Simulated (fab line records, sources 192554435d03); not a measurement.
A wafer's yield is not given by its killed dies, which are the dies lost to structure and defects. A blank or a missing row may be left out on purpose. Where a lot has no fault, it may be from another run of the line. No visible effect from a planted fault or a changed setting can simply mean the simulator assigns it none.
Split-lot trial | flow n5-finfet | on a route of 1938 steps: 7 lots, 39 wafers read

== THE SPLIT ITSELF ==
At N5_FIN_SAQP_SPACER2_ALD_28 (deposits SiO2, target thk 8.1 nm, pulse time 1 s, purge time 2 s), the setting target-thk-a was moved away from the recipe's 81 angstrom on 15 of the 39 wafers read, by -50.9% to +41.0%. This setting was run at the recipe's value on the other wafers.

== FROM THE SPLIT TO THE READING: what the file shows between them, 9 steps ==
- N5_FIN_SAQP_SPACER2_ETCHBACK_29: etches SiO2 in CHF3/O2, target depth 12.2 nm, time 6.1 s
- N5_FIN_SAQP_MANDREL2_REMOVE_60: chemistry HBr/Cl2/O2, target a-Si, stops on SiNx, bt time 10 s
- N5_FIN_SAQP_CD_MEAS_31: target cd 8 nm
- N5_FIN_SAQP_HM_OPEN_33: chemistry CH3F/O2, target SiNx, target depth 49.4 nm, time 70.6 s
- N5_FIN_SAQP_ETCH_34: etches SiO2 in C4F6/O2, target depth 45 nm, time 15 s
- N5_FIN_SAQP_STRIP_77: strips in N2/H2, time 90 s
- N5_FIN_SAQP_HM_CD_35: target cd 8 nm
- N5_FIN_SAQP_ETCH_64: etches SiO2 in CF4, target depth 1.5 nm
- N5_FIN_SAQP_FIN_ETCH_36: etches the open film in HBr/Cl2/O2, target depth 120 nm, time 50.4 s

== THE READING ==
At N5_FIN_SAQP_CD_MEAS_37: cd-nm in nanometres, against a target cd of 8 nm. On this fab line, fault-free wafers typically give 8.10 nm with a standard deviation of 0.27 nm.

wafer  | tool, chamber at the split | target-thk-a as run, angstrom | against the recipe | cd-nm, nm | against lot-mates on the recipe
L076.1 | ald-sin-03, 2,0            | 94.66                         | +16.9%             | 9.52      | +1.61
L076.2 | ald-sin-03, 3,1,2          | 81                            | recipe             | 7.88      | -
L076.3 | ald-sin-03, 2,0            | 94.66                         | +16.9%             | 9.81      | +1.90
L076.4 | ald-sin-03, 3,1,2          | 81                            | recipe             | 7.90      | -
L076.5 | ald-sin-03, 1              | 94.66                         | +16.9%             | 9.52      | +1.61
L076.6 | ald-sin-03, 3,1,2          | 81                            | recipe             | 7.94      | -
L077.2 | ald-sin-02, 1              | 81                            | recipe             | 7.86      | -
L077.3 | ald-sin-02, 0              | 81                            | recipe             | 8.22      | -
L077.6 | ald-sin-02, 1              | 81                            | recipe             | 8.04      | -
L083.1 | ald-sin-03, 0,3,3          | 39.81                         | -50.9%             | 3.85      | -4.13
L083.2 | ald-sin-03, 1,0,1          | 81                            | recipe             | 7.93      | -
L083.3 | ald-sin-03, 0,3,3          | 39.81                         | -50.9%             | 4.03      | -3.95
L083.4 | ald-sin-03, 0,3,3          | 39.81                         | -50.9%             | 4.08      | -3.90
L083.5 | ald-sin-03, 1,0,1          | 81                            | recipe             | 7.99      | -
L083.6 | ald-sin-03, 1,0,1          | 81                            | recipe             | 8.02      | -
L085.1 | ald-sin-04, 2,3            | 81                            | recipe             | 7.88      | -
L085.2 | ald-sin-04, 1,0,0,1        | 81                            | recipe             | 7.98      | -
L085.3 | ald-sin-04, 2,3            | 81                            | recipe             | 7.68      | -
L085.4 | ald-sin-04, 1,0,0,1        | 81                            | recipe             | 7.84      | -
L085.5 | ald-sin-04, 1,0,0,1        | 81                            | recipe             | 7.95      | -
L085.6 | ald-sin-04, 1,0,0,1        | 81                            | recipe             | 7.95      | -
L090.1 | ald-sin-03, 2,1            | 81                            | recipe             | 8.63      | -
L090.2 | ald-sin-03, 0,0,1          | 114.2                         | +41.0%             | 11.67     | +3.19
L090.3 | ald-sin-03, 2,1            | 81                            | recipe             | 8.18      | -
L090.4 | ald-sin-03, 3              | 81                            | recipe             | 8.62      | -
L090.5 | ald-sin-03, 0,0,1          | 114.2                         | +41.0%             | 11.48     | +3.00
L090.6 | ald-sin-03, 0,0,1          | 114.2                         | +41.0%             | 11.56     | +3.08
L091.1 | ald-sin-02, 1,0            | 103.1                         | +27.3%             | 10.62     | +2.20
L091.2 | ald-sin-02, 1,0            | 103.1                         | +27.3%             | 10.41     | +1.99
L091.3 | ald-sin-02, 2              | 103.1                         | +27.3%             | 10.66     | +2.24
L091.4 | ald-sin-02, 3,0,1          | 81                            | recipe             | 8.63      | -
L091.5 | ald-sin-02, 3,0,1          | 81                            | recipe             | 8.38      | -
L091.6 | ald-sin-02, 3,0,1          | 81                            | recipe             | 8.24      | -
L096.1 | ald-sin-03, 3,0            | 81                            | recipe             | 8.41      | -
L096.2 | ald-sin-03, 1,0            | 109.8                         | +35.6%             | 10.84     | +2.68
L096.3 | ald-sin-03, 1,0            | 109.8                         | +35.6%             | 10.56     | +2.40
L096.4 | ald-sin-03, 2              | 81                            | recipe             | 7.88      | -
L096.5 | ald-sin-03, 3,0            | 81                            | recipe             | 8.20      | -
L096.6 | ald-sin-03, 1              | 109.8                         | +35.6%             | 10.94     | +2.78
The file does not say which wafer passed through which chamber wherever a row lists several chambers: such a row stands for several wafers.

FIT RESULTS
A straight line over all 39 wafers: cd-nm changes by +0.0821 nm for each +1% of target-thk-a; r = +0.99; the points scatter about the line by 0.25 nm.
The same after taking each lot's own level away (the mean of its wafers on the recipe; 39 wafers): +0.0777 nm for each +1%; r = +0.99; scatter 0.19 nm.
Per that fit: largest target-thk-a move, reading shift of 4 nm.
From 7.880 to 8.477 nm: that is the span of the lots' own levels, equal to 2.2 times the standard deviation above.
Hence the lot-to-lot level has little effect on the slope; both slopes agree.
Check: with one of the wafers moved furthest among these (-50.9%) left out of the fit, the line predicts -3.89 nm for it against its lot-mates. It came out at -4.13 nm against them.

== THE WHOLE CHAIN: every reading that the file lists as answering this split, in the file's order ==
step                           | what it does                                                      | reading                                                                                 | change (the file's fit)                | r (the file's)
N5_FIN_SAQP_SPACER2_ALD_28     | deposits SiO2, target thk 8.1 nm, pulse time 1 s, purge time 2 s  | SiO2_of_FIN_SAQP_SPACER2_ALD_28.thk-nm (the simulator's own value, which no gauge read) | +0.0793 nm for each +1% of the setting | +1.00
N5_FIN_SAQP_MANDREL2_REMOVE_60 | chemistry HBr/Cl2/O2, target a-Si, stops on SiNx, bt time 10 s    | FIN_SAQP.cd-nm (the simulator's own value, which no gauge read)                         | +0.081 nm for each +1% of the setting  | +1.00
N5_FIN_SAQP_CD_MEAS_31         | target cd 8 nm                                                    | cd-nm                                                                                   | +0.0812 nm for each +1% of the setting | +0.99
N5_FIN_SAQP_HM_OPEN_33         | chemistry CH3F/O2, target SiNx, target depth 49.4 nm, time 70.6 s | FIN_SAQP.cd-nm (the simulator's own value, which no gauge read)                         | +0.0783 nm for each +1% of the setting | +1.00
N5_FIN_SAQP_ETCH_34            | etches SiO2 in C4F6/O2, target depth 45 nm, time 15 s             | FIN_SAQP.cd-nm (the simulator's own value, which no gauge read)                         | +0.0798 nm for each +1% of the setting | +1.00
N5_FIN_SAQP_HM_CD_35           | target cd 8 nm                                                    | cd-nm                                                                                   | +0.0842 nm for each +1% of the setting | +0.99
N5_FIN_SAQP_ETCH_64            | etches SiO2 in CF4, target depth 1.5 nm                           | FIN_SAQP.cd-nm (the simulator's own value, which no gauge read)                         | +0.082 nm for each +1% of the setting  | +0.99
N5_FIN_SAQP_CD_MEAS_37         | target cd 8 nm                                                    | cd-nm                                                                                   | +0.0778 nm for each +1% of the setting | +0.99

== THE FILE'S OWN FIT ==
cd-nm changes by +0.0778 nm for each +1% of target-thk-a, r = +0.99.
